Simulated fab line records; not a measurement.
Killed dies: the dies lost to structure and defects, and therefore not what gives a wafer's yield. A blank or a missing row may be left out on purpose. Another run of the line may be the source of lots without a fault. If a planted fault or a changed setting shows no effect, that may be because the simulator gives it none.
fab line records    flow n5-finfet
record: lots: 9  wafers: 27  last-day: 18
route steps=1938 shown SD_EPI_P@306 ILD0@335 BEOL_M4@1111
lots untouched by any fault: they come from a run of this same line in which no faults occurred
start-h: hours from the record's first day to the start of the lot's first wafer shown    wait-h: hours since the lot's step before    " the same as in the row above    L1.1+2: one row covering several wafers at once    - no value, or no start was given    * or withheld: withheld    < > ~ a bound
route shown NAME@n: a module of which the file shows steps, and the number in the route of the first    usual: mean/standard deviation taken from wafers without a fault    same: alike in all rows    chamber/n: place in a boat    sites: the reading at each site    _std_site: the values' standard deviation    _edge_site: inner sites' mean taken away from outer sites' mean    radius-mm: for every site, how far away it sits from the centre of the wafer    mask NAME#n: copy n    behind: tool/chamber where the wafer was last shaped    hold: reason for holding the lot/hours on hold/outcome of the hold    device: names the non-switching transistor (n, p or np)    end of line: tests of these same wafers at the route's end    a step with no rows: only its recipe    killed: the dies lost at the first sort to structure and to defects; this is not the yield of the wafer    map: a wafer's dies, x killed, . not, _ none there
set.NAME: the setting as run; set.NAME@STEP: as run at that earlier step    model.NAME: the simulator's own value behind a step, which no gauge read
one table for each step of the route and one row for each wafer, over a sample of lots
services: when a tool's chamber went out of use (start-h, in hours from the record's first day, below 0 if earlier), for how many hours, and the reason
== steps ==
step: N5_SD_EPI_P_DESCUM_14
recipe: chemistry: O2  time-s: 7.9  source-power-w: 50  bias-power-w: 20  pressure-mtorr: 20  rf-frequency-hz: 2.712e+07  temp-c: 40  resist: CAR-ArF-block  o2-flow-sccm: 225
usual: bias-power-w: 20.00/0.057  drypump-motor-current-A: 5.7/0.49  oes-product-au: 0.80/0.086  rf-vpp-V: 243.1/1.7  showerhead-plenum-p-Torr: 2.08/0.09  temp-c: 40.00/0.12  throttle-valve-pct: 20.53/0.19
lot.wafer  tool         chamber  start-h  wait-h  bias-power-w  drypump-motor-current-A  oes-product-au  rf-hours-counter-h  rf-vpp-V  showerhead-plenum-p-Torr  temp-c  throttle-valve-pct
L106.2     rie-diel-05  1        70.58    0.0     19.97         6.3                      0.74            166                 243.0     2.10                      39.95   20.71
L106.5     "            2        "        "       19.89         5.5                      0.85            -                   242.2     2.04                      39.93   20.47
L106.6     "            3        "        "       19.97         5.9                      0.93            -                   245.1     2.23                      40.11   20.24
L109.2     rie-diel-05  1        89.84    0.0     20.06         6.3                      0.73            170                 242.2     2.09                      39.98   20.72
L109.5     "            0        "        "       20.01         5.4                      0.72            -                   240.6     1.98                      40.12   20.42
L109.6     "            1        "        "       20.01         6.3                      0.72            -                   242.8     2.09                      40.08   20.72
L111.1     rie-diel-04  1        106.10   0.0     19.94         5.2                      0.72            199                 243.4     2.06                      39.87   20.39
L111.3     "            2        "        "       20.09         6.1                      0.91            14                  245.6     2.21                      39.95   20.48
L111.4     "            3        "        "       20.00         6.2                      0.82            97                  242.5     2.04                      40.12   20.81
L112.3     rie-diel-05  2        110.66   0.0     20.04         5.5                      0.84            67                  242.1     2.03                      39.90   20.47
L112.5     "            1        "        "       20.03         6.3                      0.71            -                   243.3     2.09                      39.93   20.73
L112.6     "            2        "        "       19.97         5.5                      0.84            -                   242.4     2.03                      40.03   20.49
L115.1     rie-diel-04  2        132.95   0.0     20.01         6.1                      0.87            23                  246.0     2.21                      39.82   20.50
L115.5     "            3        "        "       20.07         6.2                      0.80            -                   243.2     2.04                      39.98   20.82
L115.6     "            0        "        "       20.08         4.8                      0.67            -                   242.4     1.98                      39.88   20.67
L119.1     rie-diel-04  1        151.09   0.0     19.98         5.2                      0.72            214                 242.4     2.05                      39.98   20.41
L119.3     "            2        "        "       19.96         6.2                      0.89            28                  245.2     2.20                      39.89   20.52
L119.4     "            2        "        "       20.06         6.2                      0.88            -                   245.1     2.20                      39.89   20.50
L122.1     rie-diel-04  3        170.72   0.9     19.96         6.2                      0.81            116                 242.2     2.04                      40.10   20.85
L122.2     "            0        "        "       19.94         4.8                      0.97            1                   245.8     2.24                      40.07   20.25
L122.4     "            2        "        "       20.03         6.2                      0.87            35                  245.8     2.20                      39.84   20.51
L124.3     rie-diel-05  2        179.46   0.2     19.98         5.5                      0.80            89                  242.7     2.03                      40.30   20.51
L124.5     "            0        "        "       20.08         5.4                      0.70            -                   240.1     1.97                      39.90   20.48
L124.6     "            3        "        "       19.98         5.9                      0.88            -                   245.8     2.22                      40.24   20.28
L126.2     rie-diel-04  3        196.69   0.0     19.98         6.2                      0.79            124                 241.5     2.03                      39.78   20.84
L126.3     "            2        "        "       19.99         6.1                      0.84            43                  244.9     2.20                      40.19   20.52
L126.5     "            0        "        "       20.00         4.8                      0.92            -                   245.5     2.24                      40.08   20.26
step: N5_ILD0_LINER_00
recipe: material: SiNx  target-thk-a: 40  temp-c: 400  ald-precursor-family: SiH2I2  ald-co-reactant: N2/H2-plasma  pulse-time-s: 1  purge-time-s: 2  co-reactant-purge-time-s: 2  ald-cycles: 80  pressure-torr: 2
usual: heater-power-w: 878/73  precursor-pulse-height-rel: 1.001/0.02
same: pulse-time-s: 1  purge-time-s: 2
lot.wafer  tool        chamber  start-h  wait-h  heater-power-w  precursor-pulse-height-rel  since-wet-clean-h
L106.2     ald-sin-04  0        78.75    0.3     984             1.008                       359
L106.5     "           1        "        "       788             1.016                       -
L106.6     "           2        "        "       891             0.992                       -
L109.2     ald-sin-02  1        95.95    1.6     837             1.011                       87
L109.5     "           2        "        "       921             1.045                       -
L109.6     "           1        "        "       824             0.970                       -
L111.1     ald-sin-04  1        110.76   0.0     870             1.042                       12
L111.3     "           0        "        "       962             1.017                       12
L111.4     "           2        "        "       846             1.013                       12
L112.3     ald-sin-02  0        116.21   0.0     973             1.024                       107
L112.5     "           2        "        "       916             1.022                       -
L112.6     "           3        "        "       933             0.973                       -
L115.1     ald-sin-01  2        137.86   0.0     906             0.986                       212
L115.5     "           2        "        "       874             0.989                       -
L115.6     "           3        "        "       835             0.993                       -
L119.1     ald-sin-04  1        155.92   0.3     858             1.018                       57
L119.3     "           2        "        "       872             0.948                       57
L119.4     "           3        "        "       725             0.978                       57
L122.1     ald-sin-04  1        176.26   0.0     858             1.020                       77
L122.2     "           0        "        "       946             0.988                       77
L122.4     "           2        "        "       859             1.002                       77
L124.3     ald-sin-01  1        184.08   0.1     806             1.018                       258
L124.5     "           1        "        "       785             0.959                       -
L124.6     "           2        "        "       861             0.992                       -
L126.2     ald-sin-02  0        201.21   0.0     960             1.021                       192
L126.3     "           3        "        "       973             0.968                       192
L126.5     "           3        "        "       977             1.025                       -
step: N5_ILD0_CMP_03
recipe: stop-on: SiNx  t-overpolish-s: 1.9  post-cmp-clean: alkaline-brush  down-force-psi: 4.1491  platen-rpm: 51.796  pad-velocity-m-s: 1.0306  target-thk-nm: 197.38
usual: motor-current-A: 12.4/1.5  overpolish-run-s: 1.900/0.009  platen-rpm: 51.79/0.037  time-to-endpoint-s: 70/3.4
same: t-overpolish-s: 1.9
lot.wafer  tool    chamber  start-h  wait-h  motor-current-A  overpolish-run-s  platen-rpm  time-to-endpoint-s
L106.2     cmp-02  1        81.13    0.0     16.0             1.900             51.83       69
L106.5     "       1        "        "       15.2             1.919             51.83       66
L106.6     "       2        "        "       11.6             1.909             51.76       73
L109.2     cmp-03  2        98.31    0.0     11.2             1.915             51.74       68
L109.5     "       2        "        "       11.0             1.903             51.80       69
L109.6     "       3        "        "       12.1             1.900             51.73       69
L111.3     cmp-02  0        113.18   0.1     12.9             1.892             51.77       66
L111.1     "       1        "        "       15.2             1.909             51.77       67
L111.4     "       2        "        "       11.8             1.897             51.77       71
L112.3     cmp-01  3        118.61   0.1     12.9             1.905             51.87       71
L112.5     "       2        "        "       14.4             1.895             51.77       71
L112.6     "       3        "        "       12.9             1.884             51.70       74
L115.1     cmp-03  0        140.26   0.1     12.5             1.912             51.80       63
L115.6     "       3        "        "       12.8             1.914             51.85       64
L115.5     "       0        "        "       12.9             1.904             51.81       64
L119.1     cmp-02  1        158.28   0.0     15.3             1.891             49.69       69
L119.3     "       3        "        "       11.1             1.901             51.80       65
L119.4     "       0        "        "       13.4             1.910             51.72       65
L122.4     cmp-03  0        178.62   0.0     12.7             1.903             51.79       71
L122.1     "       1        "        "       12.6             1.883             51.78       70
L122.2     "       2        "        "       10.9             1.897             51.83       71
L124.3     cmp-01  0        186.56   0.1     11.5             1.895             51.76       68
L124.6     "       1        "        "       10.0             1.902             51.82       75
L124.5     "       2        "        "       13.8             1.885             51.74       73
L126.2     cmp-03  0        203.61   0.1     12.6             1.901             51.81       69
L126.3     "       1        "        "       12.5             1.903             51.75       73
L126.5     "       3        "        "       12.9             1.896             51.76       69
step: N5_ILD0_THK_MEAS_08
usual: thk-nm: 138.7/1.2
lot.wafer  tool           chamber  start-h  wait-h  thk-nm
L106.2     film-metro-02  -        81.75    -       137.1
L106.5     "              -        "        "       137.1
L106.6     "              -        "        "       138.6
L109.2     film-metro-02  -        98.93    -       137.1
L109.5     "              -        "        "       139.9
L109.6     "              -        "        "       137.5
L111.1     film-metro-02  -        113.76   -       138.6
L111.3     "              -        "        "       138.4
L111.4     "              -        "        "       138.5
L112.3     film-metro-01  -        119.19   -       139.2
L112.5     "              -        "        "       139.5
L112.6     "              -        "        "       138.6
L115.1     film-metro-02  -        140.85   -       138.9
L115.5     "              -        "        "       137.5
L115.6     "              -        "        "       138.5
L119.1     film-metro-01  -        158.90   -       139.6
L119.3     "              -        "        "       139.9
L119.4     "              -        "        "       137.3
L122.1     film-metro-02  -        179.24   -       139.0
L122.2     "              -        "        "       138.8
L122.4     "              -        "        "       140.6
L124.3     film-metro-01  -        187.06   -       140.1
L124.5     "              -        "        "       138.0
L124.6     "              -        "        "       139.6
L126.2     film-metro-01  -        204.19   -       138.5
L126.3     "              -        "        "       137.9
L126.5     "              -        "        "       139.8
step: N5_BEOL_M4_RC_MEAS_101
usual: DIBL_N: 36.4/1.6  DIBL_P: 36.2/1.8  IOFF_N: 0.159/0.029  IOFF_P: 0.21/0.034  ION_N: 670/12  ION_P: 459/8.2  SS_N: 71.5/0.59  SS_P: 73.2/0.54  VT_N: 250/3.3  VT_P: -250/3.7
lot.wafer  tool       chamber  start-h  wait-h  DIBL_N[mV/V]  DIBL_P[mV/V]  IOFF_N[nA/um]  IOFF_P[nA/um]  ION_N[uA/um]  ION_P[uA/um]  SS_N[mV/dec]  SS_P[mV/dec]  VT_N[mV]  VT_P[mV]
L106.2     prober-02  0        209.13   0.2     38.1          36.5          0.204          0.25           697           472           72.2          73.0          248       -247
L106.5     "          0        "        "       39.7          38.4          0.260          0.31           698           477           72.9          73.5          243       -241
L106.6     "          0        "        "       37.4          35.3          0.191          0.24           683           469           72.1          73.2          247       -247
L109.2     prober-01  0        216.72   0.2     35.7          36.0          0.152          0.24           668           469           71.6          73.0          248       -247
L109.5     "          0        "        "       37.6          38.7          0.200          0.28           680           470           71.9          73.7          246       -248
L109.6     "          0        "        "       37.2          38.2          0.187          0.27           688           472           72.0          74.3          244       -246
L112.3     prober-01  0        225.27   0.3     38.3          37.5          0.176          0.27           669           462           71.5          74.3          248       -245
L112.5     "          0        "        "       38.0          36.8          0.173          0.24           692           473           71.6          73.7          247       -248
L112.6     "          0        "        "       38.2          37.1          0.184          0.26           678           468           71.8          74.1          247       -243
L111.1     prober-01  0        256.60   0.0     35.4          35.6          0.146          0.17           671           458           71.8          72.9          250       -255
L111.3     "          0        "        "       34.2          34.4          0.130          0.15           657           442           72.3          72.1          255       -256
L111.4     "          0        "        "       36.1          38.2          0.167          0.20           672           455           72.0          73.4          249       -251
L115.1     prober-01  0        272.43   0.0     36.2          35.0          0.141          0.21           664           462           71.5          73.0          252       -249
L115.5     "          0        "        "       36.7          34.4          0.149          0.19           656           459           71.7          72.9          253       -251
L115.6     "          0        "        "       35.9          33.1          0.131          0.19           669           460           70.6          72.8          250       -251
L119.1     prober-01  0        288.03   0.0     32.9          34.3          0.119          0.18           657           457           70.4          72.8          251       -251
L119.3     "          0        "        "       34.7          34.9          0.137          0.19           665           458           70.4          73.4          253       -250
L119.4     "          0        "        "       33.8          33.9          0.137          0.18           670           464           70.4          73.3          250       -250
L122.1     prober-02  0        293.77   0.0     39.8          38.1          0.211          0.25           673           456           72.7          74.5          243       -251
L122.2     "          0        "        "       34.7          34.4          0.128          0.20           667           459           70.1          72.9          251       -249
L122.4     "          0        "        "       37.9          36.6          0.181          0.24           677           458           72.7          73.4          246       -248
L124.3     prober-02  0        311.25   0.3     35.5          34.9          0.113          0.14           649           443           71.2          72.3          257       -262
L124.5     "          0        "        "       38.6          39.7          0.190          0.20           673           453           72.2          73.7          250       -253
L124.6     "          0        "        "       36.9          37.1          0.152          0.16           675           455           71.9          72.9          251       -258
L126.2     prober-02  0        335.34   0.2     37.0          37.7          0.179          0.27           671           468           72.1          73.9          248       -245
L126.3     "          0        "        "       32.8          33.8          0.114          0.20           657           466           70.8          72.3          255       -246
L126.5     "          0        "        "       32.9          34.5          0.119          0.23           660           464           70.8          73.0          249       -247
== services ==
tool         chamber  start-h  hours  kind
cmp-01       -        53.48    4.0    repair
cmp-03       -        56.42    6.1    repair
ald-sin-04   3        60.49    3.6    repair
cmp-03       -        63.16    0.2    repair
cmp-01       -        70.71    9.5    pm
rie-diel-04  1        80.68    3.3    repair
cmp-01       -        82.93    0.8    repair
ald-sin-04   -        85.25    14.0   pm
ald-sin-04   0        85.25    14.0   vent-cycle
ald-sin-04   1        85.25    14.0   vent-cycle
ald-sin-04   2        85.25    14.0   vent-cycle
cmp-03       -        127.78   4.0    pm
rie-diel-04  3        138.80   6.5    repair
cmp-03       -        144.78   18.1   pm
rie-diel-04  0        145.27   -      clean
rie-diel-04  0        145.27   -      consumable-replace:focus-ring
rie-diel-04  0        145.27   -      consumable-replace:showerhead
rie-diel-04  0        145.27   22.0   scheduled-down
rie-diel-04  0        145.27   22.0   vent-cycle
ald-sin-02   0        148.67   4.0    repair
ald-sin-04   3        162.91   8.3    repair
cmp-03       -        166.26   1.2    repair
cmp-03       -        171.73   1.7    repair
cmp-03       -        183.05   3.6    repair
== key ==
first-sign: step: N5_ILD0_CMP_03  reading: platen-rpm  direction: down  sigmas: 57  usual: 51.79  struck: 49.69
effect none on later readings
met-at N5_ILD0_CMP_03
struck-lots L119
struck-wafers L119.1
not-acting-at N5_SD_EPI_P_DESCUM_14,N5_ILD0_LINER_00,N5_ILD0_THK_MEAS_08
onset-between 113.18 158.28
fault: kind: process-parameter-drift  tool: cmp-02  chamber: 1  onset-h: 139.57  steps: N5_ILD0_CMP_03  channel: platen-rpm  offset: -2.0718  shape: step  end-h: 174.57  acts-in: these-recipes-only  stated: 51.796
